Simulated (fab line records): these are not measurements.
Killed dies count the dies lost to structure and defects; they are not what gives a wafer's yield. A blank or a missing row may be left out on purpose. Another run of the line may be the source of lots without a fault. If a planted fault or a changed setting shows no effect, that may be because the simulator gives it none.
Lot-split experiment | flow n5Finfet | 7 lots, 39 wafers read, on a route of 1938 steps

== SPLIT DETAILS ==
At N5_PMOS_HMC_CHANNEL_EPI_DEVELOP_08 (develop time 30 s), the setting developTimeS was moved away from the recipe's 30 s on 18 of the 39 wafers read, by -36.9% to +57.6%. All remaining wafers had this setting at the recipe value.

Split to reading: the file shows no intervening step.

== THE READING ==
Shown in nm: cdNm at N5_PMOS_HMC_CHANNEL_EPI_CD_MEAS_09, with target cd 237.4 nm. On this fab line, fault-free wafers typically give 237.6 nm with a standard deviation of 0.77 nm.

wafer  | tool, chamber at the split | developTimeS as run, s | against the recipe | cdNm, nm | against lot-mates on the recipe
L074.1 | lithoTrack-05, 0           | 20.27                  | -32.4%             | 235.7    | -2.7
L074.2 | lithoTrack-05, 0           | 30                     | recipe             | 238.6    | -
L074.3 | lithoTrack-05, 0           | 20.27                  | -32.4%             | 235.7    | -2.7
L074.4 | lithoTrack-05, 0           | 30                     | recipe             | 238.4    | -
L074.5 | lithoTrack-05, 0           | 30                     | recipe             | 238.1    | -
L074.6 | lithoTrack-05, 0           | 20.27                  | -32.4%             | 236.4    | -2.0
L081.1 | lithoTrack-05, 0           | 30                     | recipe             | 237.8    | -
L081.2 | lithoTrack-05, 0           | 19.29                  | -35.7%             | 234.9    | -3.0
L081.3 | lithoTrack-05, 0           | 30                     | recipe             | 237.9    | -
L081.4 | lithoTrack-05, 0           | 19.29                  | -35.7%             | 234.5    | -3.4
L081.5 | lithoTrack-05, 0           | 19.29                  | -35.7%             | 235.2    | -2.7
L081.6 | lithoTrack-05, 0           | 30                     | recipe             | 237.9    | -
L085.3 | lithoTrack-01, 0           | 30                     | recipe             | 236.5    | -
L085.4 | lithoTrack-01, 0           | 30                     | recipe             | 237.2    | -
L085.6 | lithoTrack-01, 0           | 30                     | recipe             | 237.5    | -
L086.1 | lithoTrack-05, 0           | 18.92                  | -36.9%             | 235.4    | -3.5
L086.2 | lithoTrack-05, 0           | 30                     | recipe             | 238.6    | -
L086.3 | lithoTrack-05, 0           | 18.92                  | -36.9%             | 235.3    | -3.6
L086.4 | lithoTrack-05, 0           | 30                     | recipe             | 238.7    | -
L086.5 | lithoTrack-05, 0           | 30                     | recipe             | 239.3    | -
L086.6 | lithoTrack-05, 0           | 18.92                  | -36.9%             | 237.2    | -1.7
L087.1 | lithoTrack-05, 0           | 30                     | recipe             | 237.9    | -
L087.2 | lithoTrack-05, 0           | 36.23                  | +20.8%             | 238.8    | +0.6
L087.3 | lithoTrack-05, 0           | 36.23                  | +20.8%             | 239.2    | +1.0
L087.4 | lithoTrack-05, 0           | 36.23                  | +20.8%             | 238.2    | +0.0
L087.5 | lithoTrack-05, 0           | 30                     | recipe             | 238.7    | -
L087.6 | lithoTrack-05, 0           | 30                     | recipe             | 238.1    | -
L088.1 | lithoTrack-04, 0           | 30                     | recipe             | 237.5    | -
L088.2 | lithoTrack-04, 0           | 30                     | recipe             | 237.3    | -
L088.3 | lithoTrack-04, 0           | 30                     | recipe             | 238.4    | -
L088.4 | lithoTrack-04, 0           | 41.07                  | +36.9%             | 239.5    | +1.8
L088.5 | lithoTrack-04, 0           | 41.07                  | +36.9%             | 240.3    | +2.6
L088.6 | lithoTrack-04, 0           | 41.07                  | +36.9%             | 240.0    | +2.3
L091.1 | lithoTrack-01, 0           | 30                     | recipe             | 235.9    | -
L091.2 | lithoTrack-01, 0           | 47.29                  | +57.6%             | 240.3    | +3.4
L091.3 | lithoTrack-01, 0           | 30                     | recipe             | 237.4    | -
L091.4 | lithoTrack-01, 0           | 47.29                  | +57.6%             | 240.4    | +3.5
L091.5 | lithoTrack-01, 0           | 30                     | recipe             | 237.4    | -
L091.6 | lithoTrack-01, 0           | 47.29                  | +57.6%             | 239.6    | +2.7

FIT RESULTS
A straight line over all 39 wafers: cdNm changes by +0.0528 nm for each +1% of developTimeS; r = +0.88; the points scatter about the line by 0.76 nm.
The same after taking each lot's own level away (the mean of its wafers on the recipe; 39 wafers): +0.0649 nm for each +1%; r = +0.95; scatter 0.54 nm.
Per that fit: largest developTimeS move, reading shift of 3.7 nm.
The span of the lots' own levels, 236.90 to 238.87 nm, comes to 2.6 times the standard deviation stated above.
So the lot-to-lot level changes the slope: the two fits differ.
Check: for one of the wafers moved furthest among these (+57.6%), held out of the fit, the line's prediction against its lot-mates is +3.52 nm. It came out at +3.4 nm against them.

== THE WHOLE CHAIN: every reading that the file lists as answering this split, in the file's order ==
step                               | what it does             | reading                                                                    | change (the file's fit)                | r (the file's)
N5_PMOS_HMC_CHANNEL_EPI_CD_MEAS_09 | target cd 237.4 nm       | cdNm                                                                       | +0.0646 nm for each +1% of the setting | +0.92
N5_PMOS_HMC_CHANNEL_EPI_DESCUM_14  | chemistry O2, time 7.9 s | PMOS_HMC_CHANNEL_EPI.cdNm (the simulator's own value, which no gauge read) | +0.0627 nm for each +1% of the setting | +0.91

== THE FILE'S OWN FIT ==
cdNm changes by +0.0646 nm for each +1% of developTimeS, r = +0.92.
